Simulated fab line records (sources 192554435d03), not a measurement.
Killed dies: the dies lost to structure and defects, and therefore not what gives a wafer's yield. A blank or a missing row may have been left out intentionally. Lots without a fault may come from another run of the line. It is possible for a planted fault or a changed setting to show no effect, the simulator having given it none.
What tool caused it? + flow n5Finfet + 12 lots, 36 wafers sampled, at 3 steps of a route of 1938

WHAT EACH GAUGE READ, for each wafer
N5_BEOL_M1_CD_MEAS_35: target cd 18 nm, target cd y 21 nm.
| lot  | measured     | on       | cdNm (nm)      |
|------|--------------|----------|----------------|
| L075 | day 6 20:17  | cdSem-02 | 17.6 18.1 17.6 |
| L076 | day 7 03:50  | cdSem-02 | 18.0 18.1 18.2 |
| L079 | day 7 22:50  | cdSem-02 | 18.5 18.4 18.3 |
| L081 | day 8 19:52  | cdSem-02 | 18.4 17.8 18.4 |
| L083 | day 9 03:54  | cdSem-01 | 18.0 17.7 18.1 |
| L085 | day 9 13:41  | cdSem-01 | 18.3 18.3 18.1 |
| L087 | day 9 19:40  | cdSem-02 | 17.8 17.5 17.9 |
| L089 | day 10 07:31 | cdSem-03 | 17.9 18.1 18.1 |
| L091 | day 10 19:07 | cdSem-01 | 17.3 18.1 18.3 |
| L093 | day 11 04:04 | cdSem-02 | 18.0 17.9 17.7 |
| L095 | day 11 16:32 | cdSem-03 | 18.0 17.8 17.5 |
| L097 | day 12 08:40 | cdSem-01 | 18.0 18.0 17.6 |

TOOL THAT RAN EACH LOT (tool first, then ch and the chambers of the sampled wafers, then the start)
| lot  | N5_BEOL_M1_ETCH_64                | N5_BEOL_M1_STRIP_36               |
|------|-----------------------------------|-----------------------------------|
| L075 | rieDiel-02 ch 0,1,2, day 6 17:53  | rieDiel-06 ch 0,1,3, day 6 19:56  |
| L076 | rieDiel-02 ch 0,2,3, day 6 23:37  | rieDiel-05 ch 1,2,3, day 7 03:26  |
| L079 | rieDiel-02 ch 0,3, day 7 15:12    | rieDiel-05 ch 0,2,3, day 7 22:29  |
| L081 | rieDiel-06 ch 0,2,3, day 7 23:36  | rieDiel-06 ch 0,1,3, day 8 19:31  |
| L083 | rieDiel-02 ch 0,2, day 8 17:40    | rieDiel-02 ch 2,3, day 9 03:33    |
| L085 | rieDiel-02 ch 1,3, day 9 07:12    | rieDiel-02 ch 2,3, day 9 13:20    |
| L087 | rieDiel-06 ch 0,1,2, day 9 14:23  | rieDiel-05 ch 0,2,3, day 9 19:17  |
| L089 | rieDiel-02 ch 1,2,3, day 10 00:02 | rieDiel-06 ch 0,3, day 10 07:09   |
| L091 | rieDiel-02 ch 0,3, day 10 08:32   | rieDiel-05 ch 1,3, day 10 18:46   |
| L093 | rieDiel-05 ch 0,1, day 10 22:55   | rieDiel-02 ch 0,1,3, day 11 03:43 |
| L095 | rieDiel-05 ch 1,2,3, day 11 12:07 | rieDiel-06 ch 2,3, day 11 16:10   |
| L097 | rieDiel-06 ch 1,2,3, day 12 02:05 | rieDiel-05 ch 0,2,3, day 12 08:18 |
- N5_BEOL_M1_ETCH_64: etches SOC in N2/H2, target depth 75 nm, overetch 15 nm, time 112.5 s.
- N5_BEOL_M1_STRIP_36: strips in N2/H2.

THE ANSWER, worked out from the rows above alone
Rule: usual is defined by the lots themselves. Put in order of their means at a reading, lots are off if they are a third of the lots or fewer, leave a main group of 4 or more, and stand apart from it by a gap of 3 or more times the standard deviation of the main group's means; of several such gaps the widest counts. A main group whose means are all the same, to the digits that the tables above print for the reading, isn't used. Also off: a lot with no number at a reading for which 4 or more lots have one. All remaining lots with rows at the step are treated as sound.
None of the lots is off at any reading shown; this tells nothing.

WHAT THE SIMULATOR HAD PUT IN
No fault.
